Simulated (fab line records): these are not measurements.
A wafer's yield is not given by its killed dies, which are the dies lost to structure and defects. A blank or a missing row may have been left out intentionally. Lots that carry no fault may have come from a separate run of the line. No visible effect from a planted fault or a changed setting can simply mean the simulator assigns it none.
Matching of chambers ; flow n5 finfet ; N5_SD_EPI_N_SD_RECESS_17 on rie si-02: 4 sister chambers
The step chemistry HBr/Cl2/O2, target depth 41 nm, time 23.7 s, bt time 3 s. 8 wafers are shown with their chamber, then 7 later ones without.

WAFERS PAIRED WITH THEIR CHAMBERS
wafer;chamber;throttle valve pct (%);oes product au (a.u.)
L484.6;1;36.4;1.005
L486.2;1;36.4;1.005
L486.4;2;36.9;1.030
L488.2;3;36.8;0.990
L488.4;2;36.9;1.024
L490.3;0;37.2;1.010
L490.5;0;37.3;1.010
L490.6;3;36.8;0.995

WAFERS WITHOUT THEIR CHAMBER
wafer;throttle valve pct (%);oes product au (a.u.)
L496.1;37.2;1.000
L496.6;37.2;1.003
L497.1;36.4;1.002
L497.2;37.3;1.002
L497.4;36.8;0.991
L498.3;37.3;1.000
L498.4;36.8;0.987

WHICH CHAMBER EACH ONE RAN IN
wafer;from the rows above;in truth
L496.1;0;0
L496.6;0;0
L497.1;1;1
L497.2;0;0
L497.4;3;3
L498.3;0;0
L498.4;3;3
Placed correctly: 7 of 7. Number that these rows cannot place: 0. Wrongly placed: 0.
How it was worked out, from the rows above alone: a wafer's distance from a chamber is the root of the sum, over the readings, of the square of ((its reading less the chamber's mean) divided by the reading's scatter). If the next closest chamber is less than 2 further off than the closest, the wafer can't be placed; otherwise it belongs to the closest. For every chamber, the mean is computed from those of its wafers that are shown. How the scatter is found: for the shown wafers, subtract from each reading the mean of its chamber, square and add these, divide the total by (wafers less chambers), then take the root.
